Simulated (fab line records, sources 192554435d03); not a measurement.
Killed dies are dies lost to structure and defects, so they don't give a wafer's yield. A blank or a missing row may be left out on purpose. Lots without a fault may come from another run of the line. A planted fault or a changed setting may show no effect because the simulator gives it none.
A struck lot beside a sound one | flow n5_finfet | 37 steps out of a route of 1938
Sound: wafers L962.1, L962.3, L962.6. Struck: wafers L956.3, L956.5, L956.6. The cause comes at the end.
At each step with rows: each side's tool, then ch and its chambers, then its first start. Under that, the readings that differ: sound wafers | struck wafers | difference of the means | sigmas: that difference in standard deviations of wafers without a fault.
alike: readings whose means differ by less than 2 such deviations, and words and numbers that are the same on both sides. not compared: withheld readings, readings that some wafer has no value for, bounds like >300 that may hide the same value, and numbers for which the record gives no deviation and whose values overlap.
The two part at a step that has a row with sigmas, a row that says differs or no value, or rows on one side only. Numbers that don't overlap but have no deviation are shown without sigmas and don't part them. A reading that every wafer of one side lacks parts them only if that side has two wafers or more.

first, 9 steps without rows for these wafers: N5_BEOL_M4_ANNEAL_95 (time 240 s); N5_BEOL_M4_SPUTTER_96 (material Cu, target thk 4.5 nm, time 8.29 s); N5_BEOL_M4_ECD_50 (material Cu, target thk 300 nm); N5_BEOL_M4_ANNEAL_51 (time 90 s); N5_BEOL_M4_CMP_52 (polishes, stops on SiOC, t overpolish 6.8 s, target thk 40 nm); N5_BEOL_M4_PRE_CLEAN_60 (time 15 s); N5_BEOL_M4_CO_CAP_55 (material Co, precursor CCTBA/H2, target thk 2 nm, time 102.1 s); N5_BEOL_M4_PRE_CLEAN_56 (time 15 s); N5_BEOL_M4_DEP_57 (deposits SiCN from 3MS/NH3, target thk 8 nm, time 14 s).
N5_BEOL_M4_RC_MEAS_101:
  sound on prober-01 ch 0, day 14 08:14; struck on prober-01 ch 0, day 12 14:04
  alike: DIBL_N, DIBL_P, IOFF_N, IOFF_P, ION_N, ION_P, SS_N, SS_P, VT_N, VT_P
then, 24 steps without rows for these wafers: N5_BEOL_M5_ILD_DEP_00 (deposits SiCOH lowk from DEMS/porogen, target thk 140.64 nm, time 25.9 s); N5_BEOL_M5_CURE_79 (cures SiCOH lowk, time 240 s); N5_BEOL_M5_PECVD_70 (deposits SiO2 from TEOS/O2, target thk 16 nm, time 18 s); N5_BEOL_M5_HM_DEP_02 (deposits TiN, target thk 20 nm); N5_BEOL_M5_COAT_59 (time 60 s, resist thk 60 nm); N5_BEOL_M5_COAT_60 (time 60 s, resist thk 12 nm); N5_BEOL_M5_COAT_71 (time 60 s, resist thk 5 nm); N5_BEOL_M5_COAT_05 (resist thk 30 nm); N5_BEOL_M5_EBR_07; N5_BEOL_M5_SOFTBAKE_06 (time 60 s); N5_BEOL_M5_EXPOSE_08 (exposes mask M5, target cd 28 nm); N5_BEOL_M5_PEB_09 (peb time 60 s); N5_BEOL_M5_DEVELOP_10 (develop time 30 s); N5_BEOL_M5_DESCUM_16 (chemistry O2, time 7 s); N5_BEOL_M5_ETCH_72 (etches underlayer in N2/H2, target depth 6.5 nm, time 5.2 s); N5_BEOL_M5_ETCH_61 (etches SiARC in CF4, target depth 15.6 nm, time 26 s); N5_BEOL_M5_ETCH_62 (etches SOC in N2/H2, target depth 75 nm, overetch 15 nm, time 112.5 s); N5_BEOL_M5_STRIP_63 (strips in N2/H2); N5_BEOL_M5_STRIP_73 (strips in N2/H2); N5_BEOL_M5_STRIP_64 (strips in CF4); N5_BEOL_M5_HM_OPEN_17 (chemistry Cl2/BCl3, target TiN, target depth 20 nm, overetch 6 nm); N5_BEOL_M5_STRIP_19 (strips in O2); N5_BEOL_M5_COAT_65 (time 60 s, resist thk 60 nm); N5_BEOL_M5_COAT_66 (time 60 s, resist thk 12 nm).
-- the record jumps here: 4 days lie between the struck wafers' starts before and after (it left off in module BEOL_M5 and takes up again in module BEOL_M15, whose first step shown is number 1809 of the route) --
N5_BEOL_M15_TRENCH_ETCH_34: etches SiO2 in C4F8/O2/Ar, target depth 872.93 nm, time 199 s.
  sound on rie_diel-03 ch 0,1,3, day 17 23:48; struck on rie_diel-02 ch 1,2,3, day 16 03:28
  no value came back on the struck wafers for any of 8 readings (C4F8_flow_sccm (sccm), O2_flow_sccm (sccm) and others); on the sound wafers C4F8_flow_sccm (sccm) reads 16.02 16.01 16.00
  reading                                    | sound             | struck            | difference | sigmas
  model.coat_of_BEOL_M15_COAT_22.thk_nm (nm) | 547.6 550.8 548.2 | 712.8 714.4 716.4 | +165.7     |
  not compared: rf_hours_counter_h
N5_BEOL_M15_CMP_49: polishes, stops on SiO2, t overpolish 4.9 s, target thk 850 nm.
  sound on cmp-03 ch 1,2,3, day 18 04:22; struck on cmp-04 ch 1,2, day 16 07:33
  reading                                 | sound             | struck      | difference | sigmas
  model.Cu_of_BEOL_M15_ECD_47.thk_nm (nm) | 852.2 833.2 833.4 | 2.6 0.8 1.4 | -838.0     |
  alike: clearing_platen_down_force_psi, motor_current_A, platen_rpm
N5_PASSIVATION_PROBE_49:
  the record has rows for the struck wafers here (prober-02, day 17 05:44) and none for the sound ones

WHERE THEY PART
First at N5_BEOL_M15_TRENCH_ETCH_34; last, within this record, at N5_PASSIVATION_PROBE_49.

WHY: what the simulator had put in
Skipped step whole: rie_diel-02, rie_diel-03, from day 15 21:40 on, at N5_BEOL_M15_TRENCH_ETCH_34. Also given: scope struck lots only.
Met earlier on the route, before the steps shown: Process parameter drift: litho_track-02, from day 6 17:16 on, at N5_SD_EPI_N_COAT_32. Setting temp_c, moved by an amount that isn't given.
